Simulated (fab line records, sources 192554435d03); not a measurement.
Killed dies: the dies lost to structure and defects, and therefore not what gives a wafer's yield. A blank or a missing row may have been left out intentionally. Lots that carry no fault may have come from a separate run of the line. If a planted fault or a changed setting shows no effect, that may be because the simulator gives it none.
Split-lot trial | flow n5Finfet | route with 1938 steps; 7 lots, 21 wafers read

## ABOUT THE SPLIT
At N5_MOL_CONTACT_COAG_ETCH_91 (etches SOC in N2/H2, target depth 60 nm, overetch 21 nm, time 101.2 s), the setting timeS was moved away from the recipe's 101.2 s on 10 of the 21 wafers read, by -14.0% to +16.1%. For the rest of the wafers, this setting stayed at what the recipe calls for.

The split's own step is where the reading is taken.

## THE READING
SiARC_of_MOL_CONTACT_COAG_COAT_76.thkNm (the simulator's own value, which no gauge read), in nm, at N5_MOL_CONTACT_COAG_ETCH_91 (etches SOC in N2/H2, target depth 60 nm, overetch 21 nm, time 101.2 s). The file does not state a usual value for it. The 11 wafers here that ran the recipe average 5.8 nm, standard deviation 0.14 nm.

wafer  | tool, chamber at the split | timeS as run, s | against the recipe | SiARC_of_MOL_CONTACT_COAG_COAT_76.thkNm, nm | against lot-mates on the recipe
L075.1 | rieDiel-06, 0,2            | 101.2           | recipe             | 5.8                                         | -
L075.5 | rieDiel-06, 0,2            | 101.2           | recipe             | 5.8                                         | -
L075.4 | rieDiel-06, 1              | 93.23           | -7.9%              | 6                                           | +0.2
L083.2 | rieDiel-06, 0              | 101.2           | recipe             | 5.6                                         | -
L083.4 | rieDiel-06, 2              | 110.3           | +9.0%              | 5.4                                         | -0.2
L083.6 | rieDiel-06, 0              | 110.3           | +9.0%              | 5.2                                         | -0.4
L082.1 | rieDiel-01, 1              | 115.3           | +13.9%             | 5.2                                         | -0.7
L082.4 | rieDiel-01, 2              | 101.2           | recipe             | 5.8                                         | -
L082.5 | rieDiel-01, 0              | 101.2           | recipe             | 6                                           | -
L090.1 | rieDiel-06, 1,0            | 86.99           | -14.0%             | 6.2                                         | no lot-mate on the recipe
L090.6 | rieDiel-06, 1,0            | 86.99           | -14.0%             | 6.2                                         | no lot-mate on the recipe
L090.3 | rieDiel-06, 2              | 86.99           | -14.0%             | 6.4                                         | no lot-mate on the recipe
L092.1 | rieDiel-02, 2              | 117.5           | +16.1%             | 5                                           | -0.8
L092.2 | rieDiel-02, 3              | 101.2           | recipe             | 5.8                                         | -
L092.4 | rieDiel-02, 1              | 117.5           | +16.1%             | 5.2                                         | -0.6
L094.1 | rieDiel-06, 3,0,0          | 101.2           | recipe             | 5.6                                         | -
L094.2 | rieDiel-06, 3,0,0          | 101.2           | recipe             | 5.6                                         | -
L094.6 | rieDiel-06, 3,0,0          | 101.2           | recipe             | 5.6                                         | -
L096.2 | rieDiel-02, 3              | 101.2           | recipe             | 5.8                                         | -
L096.4 | rieDiel-02, 1              | 101.2           | recipe             | 6                                           | -
L096.6 | rieDiel-02, 0              | 89.65           | -11.4%             | 6.4                                         | +0.5
If several chambers appear in one row, that row covers several wafers at once and the file leaves open which wafer was in which chamber.

THE FIT
A straight line over all 21 wafers: SiARC_of_MOL_CONTACT_COAG_COAT_76.thkNm changes by -0.0409 nm for each +1% of timeS; r = -0.94; the points scatter about the line by 0.14 nm.
The same after taking each lot's own level away (the mean of its wafers on the recipe; 18 wafers): -0.0419 nm for each +1%; r = -0.97; scatter 0.088 nm.
According to that fit, moving timeS by its largest amount changes the reading by 0.67 nm.
From 5.60 to 5.90 nm: that is the span of the lots' own levels, equal to 2.1 times the standard deviation above.
The two slopes are in agreement: the lot-to-lot level therefore moves the slope only a little.
Check: for one of the wafers moved furthest among these (+16.1%), held out of the fit, the line's prediction against its lot-mates is -0.642 nm. It came out at -0.8 nm against them.

## THE OTHER SPLITS THESE WAFERS WENT THROUGH
Note: prior to the reading, these wafers also went through further splits. Each is held against what the fit with the lots' levels taken away leaves over:
other split on the same wafers | wafers away from the commonest value | r with SiARC_of_MOL_CONTACT_COAG_COAT_76.thkNm (lot level and that fit taken away)
N5_SD_EPI_N_PRECLEAN_49 tempC  | 6                                    | -0.13
N5_HKMG_FIN_PEB_47 pebTimeS    | 9                                    | -0.05
N5_HKMG_FIN_ETCH_55 biasW      | 8                                    | -0.02
N5_HKMG_FIN_COAT_29 spinRpm    | 10                                   | -0.06
N5_HKMG_FIN_PEB_10 pebTimeS    | 6                                    | +0.09
N5_GATE_CUT_ALD_22 aldCycles   | 9                                    | -0.54

## FILE'S OWN FIT
SiARC_of_MOL_CONTACT_COAG_COAT_76.thkNm changes by -0.0427 nm for each +1% of timeS, r = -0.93.
